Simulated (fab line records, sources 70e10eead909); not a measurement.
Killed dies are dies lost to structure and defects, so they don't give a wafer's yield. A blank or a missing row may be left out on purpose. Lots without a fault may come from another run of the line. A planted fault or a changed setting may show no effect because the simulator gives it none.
fab line records | flow nand_harc
record lots=14 wafers=42 last_day=24
route steps=1159 shown A_WL_FILL@825 A_CONTACT@852
lots that met no fault: from a run of the same line without faults
start_h: hours from the record's first day to the start of the lot's first wafer shown | wait_h: hours since the lot's step before | " the same as in the row above | L1.1+2: a row that stands for several wafers | - no value, or no start given | * or withheld: withheld | < > ~ a bound
route shown NAME@n: a module of which the file shows steps, and the number in the route of the first | usual: mean/standard deviation of fault-free wafers | same: alike in all rows | chamber/n: place in a boat | sites: the reading at each site | _std_site: their standard deviation | _edge_site: outer sites' mean less inner sites' | radius_mm: how far each site lies from the wafer's centre | mask NAME#n: copy n | behind: the tool/chamber that last shaped the wafer | hold: why the lot was held/for how many hours/how that ended | device: the transistor (n, p or np) that didn't switch | end of line: the same wafers' tests at the end of the route | a step without rows: its recipe alone | killed: dies lost to structure and defects at the first sort, not the wafer's yield | map: a wafer's dies, x killed, . not, _ none there
set.NAME: the setting as run; set.NAME@STEP: as run at that earlier step | model.NAME: the simulator's own value behind a step, which no gauge read
steps of the route over a sample of lots; a table a step, a row a wafer
services: from which hour (start_h, from the record's first day; less than 0 if before it) a tool's chamber was out of use, for how many hours, and why
## steps
# step NHARC_A_WL_FILL_ETCHBACK_17
# recipe target_depth_a=40 time_s=26.7 chemistry=Cl2/BCl3
# usual drypump_motor_current_A=5.59/0.23 oes_product_au=1.000/0.0075
# columns lot.wafer tool chamber start_h wait_h drypump_motor_current_A oes_product_au rf_hours_counter_h
L960.1 rie_metal-02 1 356.69 - 5.45 1.006 3.8
L960.2 " 0 " " 5.54 0.993 3.7
L960.4 " 0 " " 5.52 0.998 -
L962.1 rie_metal-01 0 363.09 - 5.29 1.005 1.2
L962.4 " 1 " " 5.87 0.989 -
L962.6 " 0 " " 5.29 1.001 -
L964.2 rie_metal-03 1 364.67 - 5.92 0.994 -
L964.4 " 1 " " 5.94 0.995 -
L964.6 " 1 " " 5.91 0.995 -
L969.3 rie_metal-03 0 391.04 - 5.69 0.994 -
L969.4 " 1 " " 5.93 1.001 -
L969.5 " 0 " " 5.71 0.997 -
L967.1 rie_metal-01 1 391.05 - 5.89 0.996 1.9
L967.4 " 0 " " 5.30 1.011 -
L967.5 " 0 " " 5.31 0.995 -
L968.1 rie_metal-02 0 397.79 - 5.55 0.998 0
L968.5 " 0 " " 5.52 0.997 -
L968.6 " 1 " " 5.43 1.005 -
L970.1 rie_metal-01 0 410.01 - 5.27 1.005 2.4
L970.4 " 0 " " 5.30 1.007 -
L970.5 " 0 " " 5.28 1.005 -
L973.2 rie_metal-01 1 420.50 - 5.89 1.002 2.7
L973.6 " 0 " " 5.30 1.008 -
L973.5 " 1 " " 5.91 1.005 -
L975.1 rie_metal-03 1 439.23 - 5.92 1.002 4.4
L975.4 " 0 " " 5.71 0.983 -
L975.5 " 1 " " 5.91 0.998 -
L976.1 rie_metal-02 0 439.28 - 5.51 0.995 0.6
L976.2 " 1 " " 5.40 1.016 0.6
L976.5 " 1 " " 5.42 1.009 -
L974.2 rie_metal-01 0 452.54 - 5.29 1.003 4.7
L974.4 " 0 " " 5.28 0.999 -
L974.5 " 1 " " 5.88 1.001 -
L977.3 rie_metal-02 0 452.54 - 5.55 0.990 -
L977.4 " 1 " " 5.43 1.003 -
L977.5 " 0 " " 5.51 0.992 -
L978.3 rie_metal-01 0 457.15 - 5.32 1.001 -
L978.4 " 1 " " 5.87 0.998 -
L978.6 " 0 " " 5.30 1.015 -
L983.3 rie_metal-01 1 485.10 - 5.89 0.987 -
L983.5 " 0 " " 5.30 0.998 -
L983.6 " 1 " " 5.88 0.993 -
# step NHARC_A_WL_FILL_INSPECT_15
# usual raw_defect_count=409/140
# columns lot.wafer tool chamber start_h wait_h raw_defect_count
L960.1 defect_inspect-01 - 370.62 0.0 326
L960.2 " - " " 284
L960.4 " - " " 207
L962.1 defect_inspect-01 - 377.40 0.0 327
L962.4 " - " " 497
L962.6 " - " " 536
L964.2 defect_inspect-01 - 379.74 0.0 505
L964.4 " - " " 696
L964.6 " - " " 334
L967.1 defect_inspect-01 - 404.62 0.0 400
L967.4 " - " " 195
L967.5 " - " " 336
L969.3 defect_inspect-02 - 404.90 0.0 221
L969.4 " - " " 246
L969.5 " - " " 301
L968.1 defect_inspect-01 - 410.18 0.0 263
L968.5 " - " " 610
L968.6 " - " " 405
L970.1 defect_inspect-02 - 421.36 0.0 199
L970.4 " - " " 228
L970.5 " - " " 189
L973.2 defect_inspect-01 - 432.06 0.0 319
L973.5 " - " " 374
L973.6 " - " " 443
L976.1 defect_inspect-01 - 450.16 0.0 596
L976.2 " - " " 568
L976.5 " - " " 527
L975.1 defect_inspect-02 - 450.76 0.1 405
L975.4 " - " " 296
L975.5 " - " " 482
L974.2 defect_inspect-01 - 463.71 0.0 557
L974.4 " - " " 316
L974.5 " - " " 547
L977.3 defect_inspect-02 - 463.78 0.0 291
L977.4 " - " " 279
L977.5 " - " " 330
L978.3 defect_inspect-01 - 468.49 0.0 326
L978.4 " - " " 303
L978.6 " - " " 298
L983.3 defect_inspect-02 - 499.60 0.0 274
L983.5 " - " " 250
L983.6 " - " " 517
# step NHARC_A_CONTACT_PEB_40
# recipe peb_temp_c=100 peb_time_s=65
# usual chill_plate_temp_C=22.99/0.12 exhaust_pa=45.1/1
# columns lot.wafer tool chamber start_h wait_h chill_plate_temp_C exhaust_pa
L960.1 litho_track-06 0 377.14 0.1 23.02 45.3
L960.2 " 0 " " 22.99 42.8
L960.4 " 0 " " 22.89 44.6
L962.1 litho_track-06 0 384.05 0.1 23.10 45.7
L962.4 " 0 " " 22.90 47.5
L962.6 " 0 " " 23.08 46.4
L964.2 litho_track-01 0 386.41 0.1 23.14 45.3
L964.4 " 0 " " 23.12 45.6
L964.6 " 0 " " 23.07 44.3
L967.1 litho_track-04 0 408.15 0.1 23.00 45.7
L967.4 " 0 " " 23.05 44.8
L967.5 " 0 " " 22.88 44.7
L969.3 litho_track-01 0 408.50 0.0 23.02 45.6
L969.4 " 0 " " 22.94 44.0
L969.5 " 0 " " 22.92 44.1
L968.1 litho_track-06 0 413.58 0.1 22.87 46.1
L968.5 " 0 " " 22.89 45.4
L968.6 " 0 " " 22.81 45.9
L970.1 litho_track-06 0 425.48 0.1 22.86 42.2
L970.4 " 0 " " 22.94 43.0
L970.5 " 0 " " 23.00 43.8
L973.2 litho_track-01 0 435.50 0.1 22.82 45.9
L973.5 " 0 " " 22.75 46.0
L973.6 " 0 " " 22.99 45.9
L976.1 litho_track-01 0 455.60 0.1 22.84 44.2
L976.2 " 0 " " 22.82 44.8
L976.5 " 0 " " 22.68 44.4
L975.1 litho_track-01 - 456.12 0.1 - -
L975.4 " - " " - -
L975.5 " - " " - -
L974.2 litho_track-04 - 467.35 0.1 - -
L974.4 " - " " - -
L974.5 " - " " - -
L977.3 litho_track-04 0 468.45 0.0 22.79 45.8
L977.4 " 0 " " 23.02 45.6
L977.5 " 0 " " 22.92 46.5
L978.3 litho_track-04 0 472.65 0.0 22.99 43.9
L978.4 " 0 " " 23.00 44.5
L978.6 " 0 " " 23.01 44.9
L983.3 litho_track-01 0 503.24 0.0 22.92 44.4
L983.5 " 0 " " 23.03 47.5
L983.6 " 0 " " 22.88 44.6
# step NHARC_A_CONTACT_DESCUM_47
# recipe time_s=3 o2_flow_sccm=200 ar_flow_sccm=0 bias_power_w=0 chemistry=O2
# usual drypump_motor_current_A=5.6/0.42 oes_product_au=0.998/0.0086 rf_vpp_V=57.9/0.82 showerhead_plenum_p_Torr=1.93/0.08 throttle_valve_pct=11.310/0.0083
# columns lot.wafer tool chamber start_h wait_h drypump_motor_current_A oes_product_au rf_hours_counter_h rf_vpp_V showerhead_plenum_p_Torr throttle_valve_pct
L960.2 rie_diel-11 0 377.41 0.1 5.1 0.983 0 57.0 1.80 11.308
L960.1 " 2 " " 5.4 0.975 0 57.7 1.99 11.310
L960.4 " 3 " " 5.5 0.990 0 58.4 2.04 11.293
L962.1 rie_diel-06 0 384.33 0.1 5.6 0.996 35 58.4 1.77 11.332
L962.4 " 1 " " 6.1 0.985 56 57.3 1.84 11.323
L962.6 " 3 " " 6.1 1.009 - 59.0 1.93 11.310
L964.4 rie_diel-11 3 386.71 0.1 5.6 1.003 3 58.6 2.04 11.299
L964.2 " 0 " " 5.1 0.995 3 58.2 1.80 11.314
L964.6 " 1 " " 5.7 1.003 - 56.8 1.99 11.303
L967.4 rie_diel-09 2 408.43 0.1 6.2 1.010 48 58.2 1.94 11.308
L967.1 " 1 " " 5.7 0.999 56 57.6 1.93 11.313
L967.5 " 3 " " 6.4 0.997 - 57.4 1.93 11.291
L969.4 rie_diel-11 0 408.76 0.1 5.1 0.994 8 56.2 1.80 11.324
L969.3 " 2 " " 5.4 0.988 8 58.5 1.99 11.314
L969.5 " 0 " " 5.1 1.001 - 56.5 1.80 11.317
L968.1 rie_diel-11 3 413.87 0.1 5.6 0.995 10 57.5 2.04 11.322
L968.5 " 0 " " 5.1 0.980 - 58.9 1.80 11.309
L968.6 " 1 " " 5.7 1.001 - 57.9 1.98 11.314
L970.4 rie_diel-11 2 425.77 0.1 5.4 0.990 12 58.5 1.98 11.296
L970.1 " 3 " " 5.6 1.001 13 57.9 2.03 11.308
L970.5 " 1 " " 5.7 1.003 - 57.8 1.98 11.319
L973.2 rie_diel-11 3 435.79 0.1 5.6 0.997 14 58.2 2.03 11.314
L973.5 " 0 " " 5.1 0.997 - 57.2 1.79 11.303
L973.6 " 1 " " 5.7 0.999 - 57.9 1.98 11.288
L976.2 rie_diel-11 0 455.88 0.1 5.1 1.006 18 58.2 1.79 11.310
L976.1 " 1 " " 5.7 1.012 18 58.0 1.98 11.314
L976.5 " 3 " " 5.6 1.007 - 57.9 2.03 11.324
L975.4 rie_diel-06 1 456.39 0.1 6.0 0.972 16 57.5 1.83 11.288
L975.1 " 0 " " 5.6 0.989 14 58.2 2.07 11.310
L975.5 " 1 " " 6.1 0.980 - 57.1 1.83 11.307
L974.4 rie_diel-06 2 467.61 0.1 5.0 1.001 20 58.4 1.94 11.303
L974.2 " 3 " " 6.1 1.001 17 56.0 1.92 11.304
L974.5 " 2 " " 5.0 0.998 - 57.6 1.94 11.317
L977.4 rie_diel-11 2 468.73 0.1 5.4 1.000 19 58.6 1.98 11.298
L977.3 " 3 " " 5.6 1.011 19 57.4 2.03 11.329
L977.5 " 0 " " 5.1 0.990 - 58.1 1.79 11.315
L978.3 rie_diel-11 1 472.93 0.1 5.7 1.002 21 59.0 1.98 11.311
L978.4 " 2 " " 5.4 0.993 20 58.5 1.98 11.311
L978.6 " 0 " " 5.1 0.999 - 58.4 1.79 11.310
L983.3 rie_diel-11 2 503.51 0.1 5.4 0.999 24 58.5 1.98 11.308
L983.6 " 1 " " 5.7 0.998 - 58.8 1.98 11.304
L983.5 " 2 " " 5.4 1.005 - 59.0 1.98 11.327
## services
# columns tool chamber start_h hours kind
rie_metal-03 - 344.99 1.6 repair
rie_diel-11 0 345.59 - clean
rie_diel-11 1 345.59 - clean
rie_diel-11 2 345.59 - clean
rie_diel-11 3 345.59 - clean
rie_diel-09 3 360.57 16.6 repair
rie_metal-03 0 363.74 4.6 repair
rie_diel-11 - 366.55 9.0 pm
rie_diel-11 0 366.55 9.0 vent_cycle
rie_diel-06 2 374.46 8.7 repair
rie_diel-09 2 387.51 13.8 repair
rie_metal-02 - 388.00 9.0 pm
rie_diel-09 0 410.33 6.5 repair
rie_diel-06 - 419.60 9.0 pm
rie_metal-01 1 422.97 19.5 repair
rie_diel-09 - 431.16 9.0 pm
rie_metal-03 - 437.05 0.6 repair
litho_track-01 - 443.00 7.0 pm
rie_diel-09 3 443.81 16.4 repair
rie_metal-03 - 453.00 9.0 pm
rie_metal-02 0 456.99 16.7 repair
litho_track-06 - 467.00 7.0 pm
rie_diel-06 - 469.88 0.4 repair
litho_track-04 - 491.00 7.0 pm
## key
first_sign step=NHARC_A_CONTACT_PEB_40 reading=tool_record direction=missing
effect none on later readings
met_at NHARC_A_CONTACT_PEB_40
struck_lots L974,L975
later_rows_left_out L974.2,L974.4,L974.5,L975.1,L975.4,L975.5
sort_left_out L974.2,L974.4,L974.5,L975.1,L975.4,L975.5
tester_left_out L974,L975
not_acting_at NHARC_A_WL_FILL_ETCHBACK_17,NHARC_A_WL_FILL_INSPECT_15,NHARC_A_CONTACT_DESCUM_47
onset_between 455.60 456.12
fault kind=skipped_step_whole tool=litho_track-01,litho_track-04 chamber=- onset_h=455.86 steps=NHARC_A_CONTACT_PEB_40 scope=struck_lots_only
# tester_left_out: of these lots the tester's yield and bins aren't shown, on N5 and GAA mostly nor the transistor test; their killed dies are dies lost to structure and defects alone, not to doping, threshold or leakage, so they don't give the yield
# sort_left_out: the simulated sort isn't trusted on such a fault, so these wafers' sort isn't shown, and their yield isn't known
# later_rows_left_out: the simulator's readings of these wafers behind a module that went badly wrong aren't trusted and aren't shown, but for the sort
